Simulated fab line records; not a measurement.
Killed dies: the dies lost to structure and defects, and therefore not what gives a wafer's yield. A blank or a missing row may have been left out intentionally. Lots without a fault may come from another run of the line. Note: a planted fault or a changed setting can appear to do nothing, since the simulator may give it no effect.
fab line records    flow n5Finfet
record: lots: 4  wafers: 8  lastDay: 14
route steps=1938 shown BEOL_M0_SAQP@652 BEOL_M4@1111 PASSIVATION@1936
lots with no fault: from the same line, run without faults
startH: start of the lot's first displayed wafer, in hours after the record's first day    waitH: how many hours have passed since the lot's step before this one    " identical to the entry in the row above    L1.1+2: a single row standing in for several wafers    - value missing, or start not given    * or withheld: withheld    < > ~ a bound
route shown NAME@n: a module of which the file shows steps, and the number in the route of the first    usual: average and standard deviation across the fault-free wafers    same: alike in all rows    chamber/n: place in a boat    sites: the reading at each site    _std_site: standard deviation across them    _edge_site: the outer-site mean with the inner-site mean subtracted    radiusMm: how far each site lies from the wafer's centre    mask NAME#n: copy n    behind: tool/chamber where the wafer was last shaped    hold: cause of the lot's hold/its duration in hours/its outcome    device: the n, p or np transistor that did not switch    end of line: the tests these same wafers got at the end of their route    a step without rows: its recipe alone    killed: dies lost to structure and defects at the first sort, not the wafer's yield    map: shows each die of a wafer: x if killed, . if not, _ if none is there
set.NAME: setting as actually run; set.NAME@STEP: the setting as run at that earlier step    model.NAME: the simulator's own value behind a step, which no gauge read
lots at some steps of the route; a table a step, a row a wafer
== steps ==
step: N5_BEOL_M0_SAQP_DESCUM_19
recipe: chemistry: O2  timeS: 7.9  sourcePowerW: 50  biasPowerW: 20  pressureMtorr: 20  rfFrequencyHz: 2.712e+07  tempC: 40  resist: CAR-ArF  o2FlowSccm: 225
step: N5_BEOL_M0_SAQP_ETCH_83
recipe: chemistry: CF4  target: SiARC  targetDepthA: 390  maskMaterial: CAR-ArF  timeS: 65  ionEnergyEv: 80  pressureMtorr: 40  sourceW: 545  biasW: 36  Ar_flow_sccm: 100  cf4FlowSccm: 100  ends: cleared
step: N5_BEOL_M0_SAQP_ETCH_84
recipe: chemistry: N2/H2  target: SOC  targetDepthA: 1000  overetchA: 200  maskMaterial: SiARC  tempC: 40  timeS: 150  ionEnergyEv: 200  pressureMtorr: 30  sourceW: 840  biasW: 150  n2FlowSccm: 200  h2FlowSccm: 200
step: N5_BEOL_M0_SAQP_STRIP_80
recipe: chemistry: N2/H2  tempC: 40  n2FlowSccm: 200  h2FlowSccm: 200  rfFrequencyHz: 6e+07
step: N5_BEOL_M0_SAQP_HM_OPEN_112
recipe: chemistry: CHF3/O2  target: SiO2  stopOn: a-Si  targetDepthA: 120  overEtchFrac: 1.25  maskMaterial: SOC  timeS: 13.5  pressureMtorr: 30  sourceW: 650  biasW: 170  Ar_flow_sccm: 200  CHF3_flow_sccm: 50  O2_flow_sccm: 5  ionEnergyEv: 200  ends: endPoint
step: N5_BEOL_M0_SAQP_STRIP_113
recipe: chemistry: CHF3/O2  resist: SiARC  rfFrequencyHz: 6e+07
step: N5_BEOL_M0_SAQP_MANDREL_ETCH_20
recipe: targetDepthA: 600  chemistry: HBr/Cl2  target: a-Si  stopOn: SiNx  btTimeS: 10  maskMaterial: SOC  overEtchFrac: 0.5  timeS: 30  pressureMtorr: 10  icpW: 800  biasW: 75  HBr_flow_sccm: 150  Cl2_flow_sccm: 80  ends: endPoint
step: N5_BEOL_M0_SAQP_STRIP_86
recipe: chemistry: N2/H2  powerW: 500  tempC: 40  pressureMtorr: 50  rfFrequencyHz: 6e+07  overashFraction: 0.3  biasPowerW: 28  h2Frac: 0.5  n2FlowSccm: 300  h2FlowSccm: 300
step: N5_BEOL_M0_SAQP_STRIP_115
recipe: chemistry: postEtchResidueRemover  timeS: 60  tempC: 25  removerPh: withheld  removerWaterWtPct: withheld  removerFluorideWtPct: withheld
step: N5_BEOL_M0_SAQP_SRD_93
recipe: dry: ipaMarangoni  timeS: 30  tempC: 23  rinseLiquid: diw
step: N5_BEOL_M0_SAQP_RECESS_114
recipe: chemistry: HF/NH3  target: SiO2  targetDepthA: 144  afsCycles: 3  tempC: 30  sublimationTempC: 180  sublimationTimeS: 60
step: N5_BEOL_M0_SAQP_SPACER1_ALD_98
recipe: material: SiO2  targetThkA: 128  tempC: 300  aldPrecursorFamily: BDEAS  aldCoReactant: O2-plasma  pulseTimeS: 1  purgeTimeS: 2  coReactantPurgeTimeS: 2  aldCycles: 138  pressureTorr: 2
usual: chamberPressureTorr: 2.000/0.0041  heaterPowerW: 480/50  precursorPulseHeightRel: 1.001/0.02  susceptorTempC: 299.99/0.19
lot.wafer  tool       chamber  startH  waitH  chamberPressureTorr  heaterPowerW  precursorPulseHeightRel  susceptorTempC  model.SiO2_of_BEOL_M0_SAQP_SPACER1_ALD_98.thkNm
L553.1     aldSin-02  2        128.11  0.3    2.002                426           1.008                    300.17          12.8
L553.5     "          0        "       "      2.001                558           0.994                    299.81          12.8
L553.6     "          3        "       "      1.996                467           1.030                    300.32          12.8
L555.2     aldSin-02  3        136.23  0.5    1.999                404           0.976                    282.60          13.6
L556.3     aldSin-02  3        143.49  0.1    1.999                414           0.973                    282.68          13.6
L557.1     aldSin-03  2        150.58  0.6    2.000                524           0.977                    299.82          12.8
L557.5     "          0        "       "      1.997                436           1.017                    300.29          12.8
L557.6     "          3        "       "      2.003                482           1.006                    300.09          12.8
step: N5_BEOL_M0_SAQP_SPACER1_ETCHBACK_99
recipe: chemistry: CHF3/O2  mode: anisotropicEtchback  target: SiO2  targetDepthA: 154  timeS: 7.7  pressureMtorr: 30  sourceW: 650  biasW: 170  Ar_flow_sccm: 200  CHF3_flow_sccm: 50  O2_flow_sccm: 5  ionEnergyEv: 200
step: N5_BEOL_M0_SAQP_MANDREL1_REMOVE_100
recipe: chemistry: HBr/Cl2/O2  btTimeS: 10  target: a-Si  stopOn: SiNx  endpoint: OES-SiCl  overEtchFrac: 0.85  icpW: 600  biasW: 30  HBr_flow_sccm: 150  Cl2_flow_sccm: 80  O2_flow_sccm: 5  pressureMtorr: 10
usual: drypumpMotorCurrentA: 5.7/0.49  oesProductAu: 0.997/0.012  throttleValvePct: 36.63/0.26
lot.wafer  tool      chamber  startH  waitH  drypumpMotorCurrentA  oesProductAu  rfHoursCounterH  throttleValvePct  model.SiO2_of_BEOL_M0_SAQP_SPACER1_ALD_98.thkNm  model.BEOL_M0_SAQP.cdNm
L553.1     rieSi-02  3        128.67  0.1    6.2                   0.994         109              36.95             7.4                                              12.8
L553.5     "         2        "       "      6.0                   0.982         -                36.71             7.4                                              12.8
L553.6     "         1        "       "      6.5                   0.995         -                36.75             7.4                                              12.8
L555.2     rieSi-04  1        136.87  0.1    6.1                   1.008         2                36.93             8.2                                              13.6
L556.3     rieSi-04  3        144.11  0.1    5.2                   0.996         35               36.66             8.2                                              13.6
L557.1     rieSi-02  0        151.14  0.1    5.2                   0.970         35               36.79             7.4                                              12.6
L557.5     "         1        "       "      6.5                   0.991         -                36.77             7.4                                              12.6
L557.6     "         2        "       "      6.0                   0.977         -                36.71             7.4                                              12.8
step: N5_BEOL_M0_SAQP_CD_MEAS_25
recipe: targetCdNm: 13.1  landingEnergyEv: 1000  detector: seInlens
usual: cdNm: 12.77/0.21
lot.wafer  tool      chamber  startH  waitH  cdNm
L553.1     cdSem-03  0        128.78  0.1    13.09
L553.5     "         0        "       "      12.61
L553.6     "         0        "       "      12.75
L555.2     cdSem-03  0        136.98  0.1    13.85
L556.3     cdSem-03  0        144.22  0.1    13.23
L557.1     cdSem-02  0        151.25  0.1    12.93
L557.5     "         0        "       "      12.52
L557.6     "         0        "       "      12.80
step: N5_BEOL_M0_SAQP_ETCH_101
recipe: chemistry: CH3F/O2  target: SiNx  maskMaterial: SiO2  targetDepthA: 299  timeS: 42.7  pressureMtorr: 30  sourceW: 395  biasW: 73  Ar_flow_sccm: 150  CH3F_flow_sccm: 30  O2_flow_sccm: 20  ionEnergyEv: 120
step: N5_BEOL_M0_SAQP_ETCH_102
recipe: chemistry: CF4  target: SiO2  targetDepthA: 40  ionEnergyEv: 350  timeS: 4.4  pressureMtorr: 10  icpW: 800  biasW: 400  cf4FlowSccm: 80
step: N5_BEOL_M0_SAQP_MANDREL_ETCH_103
recipe: chemistry: HBr/Cl2  target: a-Si  targetDepthA: 450  btTimeS: 10  stopOn: SiCN  maskMaterial: SiO2  overEtchFrac: 0.8  timeS: 27  pressureMtorr: 10  icpW: 800  biasW: 75  HBr_flow_sccm: 150  Cl2_flow_sccm: 80  ends: endPoint
step: N5_BEOL_M0_SAQP_RECESS_104
recipe: chemistry: HF/NH3  target: SiO2  targetDepthA: 180  afsCycles: 3  tempC: 30  sublimationTempC: 180  sublimationTimeS: 60
step: N5_BEOL_M0_SAQP_COAT_105
recipe: resist: SOC  tempC: 250  timeS: 60  spinRpm: 1500  resistThkNm: 100
step: N5_BEOL_M0_SAQP_ETCH_106
recipe: chemistry: N2/H2  target: SOC  targetDepthA: 1500  stopOn: SiNx  ionEnergyEv: 100  biasW: 61  pressureMtorr: 30  sourceW: 850  n2FlowSccm: 200  h2FlowSccm: 200
step: N5_BEOL_M0_SAQP_ETCH_107
recipe: chemistry: CH3F/O2  target: SiNx  targetDepthA: 300  maskMaterial: SOC  pressureMtorr: 30  sourceW: 395  biasW: 73  Ar_flow_sccm: 150  CH3F_flow_sccm: 30  O2_flow_sccm: 20  ionEnergyEv: 120
step: N5_BEOL_M0_SAQP_STRIP_108
recipe: chemistry: N2/H2  powerW: 500  tempC: 40  pressureMtorr: 50  rfFrequencyHz: 6e+07  overashFraction: 0.3  biasPowerW: 28  h2Frac: 0.5  n2FlowSccm: 300  h2FlowSccm: 300
step: N5_BEOL_M0_SAQP_RECESS_109
recipe: chemistry: HF/NH3  target: SiO2  targetDepthA: 30  afsCycles: 1  tempC: 30  sublimationTempC: 180  sublimationTimeS: 60
step: N5_BEOL_M0_SAQP_SPACER2_ALD_26
recipe: material: SiO2  targetThkA: 150  tempC: 300  aldPrecursorFamily: BDEAS  aldCoReactant: O2-plasma  pulseTimeS: 1  purgeTimeS: 2  coReactantPurgeTimeS: 2  pressureTorr: 2
step: N5_BEOL_M0_SAQP_SPACER2_ETCHBACK_27
recipe: chemistry: CHF3/O2  mode: anisotropicEtchback  target: SiO2  targetDepthA: 225  timeS: 11.25  pressureMtorr: 30  sourceW: 650  biasW: 170  Ar_flow_sccm: 200  CHF3_flow_sccm: 50  O2_flow_sccm: 5  ionEnergyEv: 200
step: N5_BEOL_M0_SAQP_MANDREL2_REMOVE_110
recipe: chemistry: HBr/Cl2/O2  btTimeS: 10  target: a-Si  stopOn: SiCN  endpoint: OES-SiCl  overEtchFrac: 1  icpW: 600  biasW: 30  HBr_flow_sccm: 150  Cl2_flow_sccm: 80  O2_flow_sccm: 5  pressureMtorr: 10
step: N5_BEOL_M0_SAQP_COAT_69
recipe: resist: SOC  tempC: 250  timeS: 60  spinRpm: 1500  resistThkNm: 90
step: N5_BEOL_M0_SAQP_COAT_72
recipe: resist: SiARC  tempC: 220  timeS: 60  spinRpm: 1500  resistThkNm: 15
step: N5_BEOL_M0_SAQP_COAT_87
recipe: resist: underlayer  tempC: 205  timeS: 60  spinRpm: 1500  resistThkNm: 5
step: N5_BEOL_M0_SAQP_COAT_34
recipe: resist: CAR-EUV  spinRpm: 1500  resistThkNm: 30
step: N5_BEOL_M0_SAQP_EBR_36
recipe: solvent: PGMEA  ebrWidthMm: 1.5
step: N5_BEOL_M0_SAQP_SOFTBAKE_35
recipe: tempC: 110  timeS: 60  resist: CAR-EUV
step: N5_BEOL_M0_SAQP_EXPOSE_37
recipe: maskId: M0_CUT1  na: 0.33  sourceShape: annular  sigmaInner: 0.35  sigmaOuter: 0.8  polarization: unpolarized  targetCdNm: 30  doseMj: 44.75
step: N5_BEOL_M0_SAQP_PEB_38
recipe: pebTempC: 100  pebTimeS: 60  resist: CAR-EUV
step: N5_BEOL_M0_SAQP_DEVELOP_39
recipe: developTimeS: 30  developer: TMAH  resist: CAR-EUV  rinseLiquid: surfactantRinse  dry: airSpin  devTempC: 23
step: N5_BEOL_M0_SAQP_DESCUM_45
recipe: chemistry: O2  timeS: 7  sourcePowerW: 50  biasPowerW: 20  pressureMtorr: 20  rfFrequencyHz: 2.712e+07  tempC: 40  resist: CAR-EUV  o2FlowSccm: 225
step: N5_BEOL_M4_RC_MEAS_101
usual: CJ_N: 4.33/0.09  CJ_P: 5.82/0.13  DIBL_N: 36.0/1.4  DIBL_P: 36.1/1.4  IOFF_N: 0.153/0.02  IOFF_P: 0.211/0.026  ION_N: 673/8.7  ION_P: 463/6.7  RS_PWELL: 3013/25  SS_N: 71.5/0.5  SS_P: 73.3/0.54  VT_N: 250.1/2.4  VT_P: -250.2/2.9
lot.wafer  tool       chamber  startH  waitH  CJ_N  CJ_P  DIBL_N[mV/V]  DIBL_P[mV/V]  IOFF_N[nA/um]  IOFF_P[nA/um]  ION_N[uA/um]  ION_P[uA/um]  RS_PWELL[ohm/sq]  SS_N[mV/dec]  SS_P[mV/dec]  VT_N[mV]  VT_P[mV]
L553.1     prober-01  0        188.67  0.0    4.38  5.89  37.8          34.5          0.140          0.176          678           455           3004              72.1          73.6          249.7     -255.3
L553.5     "          0        "       "      4.35  5.92  38.0          35.2          0.152          0.195          674           458           2959              71.7          73.2          250.8     -252.2
L553.6     "          0        "       "      4.24  5.60  36.4          33.5          0.124          0.160          666           454           2958              71.3          72.8          251.7     -254.4
L555.2     prober-02  0        213.36  0.2    4.99  3.71  36.9          38.3          0.140          0.234          649           465           3172              70.6          72.8          254.7     -249.9
L556.3     prober-01  0        216.91  0.3    5.06  4.27  35.8          37.0          0.131          0.224          650           463           3128              70.8          72.7          253.1     -247.9
L557.1     prober-01  0        230.78  0.0    4.41  5.81  35.2          36.1          0.147          0.199          682           461           3047              71.0          73.0          249.7     -251.2
L557.5     "          0        "       "      4.42  5.87  34.9          35.6          0.145          0.209          675           467           3029              71.4          72.6          251.5     -249.9
L557.6     "          0        "       "      4.45  5.69  35.5          36.2          0.154          0.214          676           467           3034              71.5          73.3          250.6     -248.6
step: N5_PASSIVATION_PROBE_49
usual: defectLimitedYield: 91.2/1.4  killed_at_M0_to_M3: 34/9.7  killed_at_M4_up: 14/5.2  killedAtContacts: 13/6.7  killedAtFrontEnd: 39/11  killedAtOther: 3.6/2.6  killedDies: 104/17  killedOpen: 69/12  killedShort: 34/8.2  sort_bin_5_function: 5.3/0.89  sort_bin_6_memory: 3.2/0.69  sortNPass: 1076/17  sortYieldPct: 91.2/1.4
same: grossDies: 1180  killedAtBackSide: 0  sort_bin_4_leakage[%]: 0  sort_bin_8_speed[%]: 0
lot.wafer  tool       chamber  startH  waitH  defectLimitedYield[%]  killed_at_M0_to_M3  killed_at_M4_up  killedAtContacts  killedAtFrontEnd  killedAtOther  killedDies  killedOpen  killedShort  sort_bin_5_function[%]  sort_bin_6_memory[%]  sortNPass  sortYieldPct[%]
L555.2     prober-01  -        323.45  0.1    85.8                   104                 10               18                31                4              167         67          22           11.1                    3.0                   1013       85.8
killed by level:class
L555.2 BEOL_M0_SAQP:areaAld=78 MOL_CONTACT_COAG:geometricParticle:open=14 FIN_SAQP:geometricParticle:open=9 BEOL_M3:geometricParticle:open=9 STI_FIN_REVEAL:geometricParticle:open=6 GATE_CUT:geometricParticle:short=6 BEOL_M1:geometricParticle:open=6 MOL_CONTACT_COAG:geometricParticle:short=4
== key ==
firstSign: step: N5_BEOL_M0_SAQP_SPACER1_ALD_98  reading: susceptorTempC  direction: down  sigmas: 90  usual: *  struck: *
effect: step: N5_BEOL_M0_SAQP_CD_MEAS_25  reading: cdNm  direction: up  sigmas: 3.7  usual: 12.77  struck: 13.54
effect: step: N5_BEOL_M4_RC_MEAS_101  reading: CJ_P  direction: down  sigmas: 14  usual: 5.82  struck: 3.99
effect: step: N5_BEOL_M4_RC_MEAS_101  reading: CJ_N  direction: up  sigmas: 7.8  usual: 4.33  struck: 5.03
effect: step: N5_BEOL_M4_RC_MEAS_101  reading: RS_PWELL  direction: up  sigmas: 5.5  usual: 3013  struck: 3150
effect: step: N5_BEOL_M4_RC_MEAS_101  reading: ION_N  direction: down  sigmas: 2.7  usual: 673  struck: 650
effect: step: N5_PASSIVATION_PROBE_49  reading: killed_at_M0_to_M3  direction: up  sigmas: 7.2  usual: 34  struck: 104
modelEffect: step: N5_BEOL_M0_SAQP_SPACER1_ALD_98  value: SiO2_of_BEOL_M0_SAQP_SPACER1_ALD_98.thkNm  without: 12.8  struck: 13.6
modelEffect: step: N5_BEOL_M0_SAQP_MANDREL1_REMOVE_100  value: SiO2_of_BEOL_M0_SAQP_SPACER1_ALD_98.thkNm  without: 7.4  struck: 8.2
moreKillsBornAt: N5_BEOL_M0_SAQP_SPACER1_ALD_98@aldSin-02: 78
metAt N5_BEOL_M0_SAQP_SPACER1_ALD_98
struckWafers L555.2,L556.3
rowsEnd L556.3
onsetBetween 128.11 136.23
earlierFault: kind: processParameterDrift  tool: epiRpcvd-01  chamber: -  onsetH: 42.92  steps: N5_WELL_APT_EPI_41  channel: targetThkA  offset: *  shape: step  actsIn: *  stated: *
fault: kind: processParameterDrift  tool: aldSin-02  chamber: 3  onsetH: 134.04  steps: N5_BEOL_M0_SAQP_SPACER1_ALD_98  channel: tempC  offset: *  shape: step  actsIn: *  stated: *
rowsEnd: these wafers met a further fault down the route, and their rows from its step on are left out
